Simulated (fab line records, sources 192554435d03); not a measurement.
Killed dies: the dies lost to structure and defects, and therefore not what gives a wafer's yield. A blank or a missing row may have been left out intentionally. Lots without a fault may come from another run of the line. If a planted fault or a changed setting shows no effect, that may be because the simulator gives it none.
2 desks looking at one fault + flow n5_finfet + what lay behind the numbers comes last; until then each desk has only its own

== METROLOGY DESK ==
Means of the sampled wafers that have a number, per lot and without regard to the tool the lot ran on: this is what the gauges read. A lot is out of limits, marked OUT, if its mean lies more than 4 standard deviations from the usual mean; the brackets give that distance.
Columns: A = cd_nm at N5_MIM_BOT_LITHO_CD_MEAS_08, usual 3000.8 nm
| lot  | first seen here | A      |
|------|-----------------|--------|
| L156 | day 12 09:31    | 2999.3 |
| L154 | day 12 09:59    | 2999.3 |
| L157 | day 13 03:10    | 3002.8 |
| L158 | day 13 03:25    | 2998.2 |
| L160 | day 13 03:34    | 2998.8 |
| L159 | day 13 07:23    | 3001.8 |
| L162 | day 14 05:35    | 3002.4 |
| L164 | day 14 18:48    | 3002.2 |
| L165 | day 14 21:16    | 3002.9 |
| L163 | day 14 23:34    | 2999.7 |
| L171 | day 16 04:59    | 3003.3 |
| L169 | day 16 07:19    | 2999.6 |
This desk found nothing out of limits on any of the 12 lots.

== TOOL OWNER'S DESK, wet_bench-03 ==
The tool's own readings at N5_BEOL_M0_WET_ETCH_106 (etches SiO2 in DHF, target depth 130 nm, rinse time 30 s): means of the sampled wafers that have a number, for each lot that ran on this tool. A lot is out of limits, marked OUT, if its mean lies more than 4 standard deviations from the usual mean; the brackets give that distance.
Columns: A = bath_heat_duty_pct at N5_BEOL_M0_WET_ETCH_106, usual 6.1 %; B = rinse_temp_c at N5_BEOL_M0_WET_ETCH_106, usual 22.99 C
| lot  | first seen here | A   | B     |
|------|-----------------|-----|-------|
| L156 | day 6 10:55     | 6.2 | 22.95 |
| L157 | day 6 17:05     | 6.3 | 22.95 |
| L169 | day 9 22:06     | 6.3 | 22.89 |
This desk found nothing out of limits on any of the 3 lots.

== ALL TOGETHER ==
The metrology desk saw nothing out of limits.
The desk of the tool owner found nothing out of limits.

== WHAT THE SIMULATOR PUT IN ==
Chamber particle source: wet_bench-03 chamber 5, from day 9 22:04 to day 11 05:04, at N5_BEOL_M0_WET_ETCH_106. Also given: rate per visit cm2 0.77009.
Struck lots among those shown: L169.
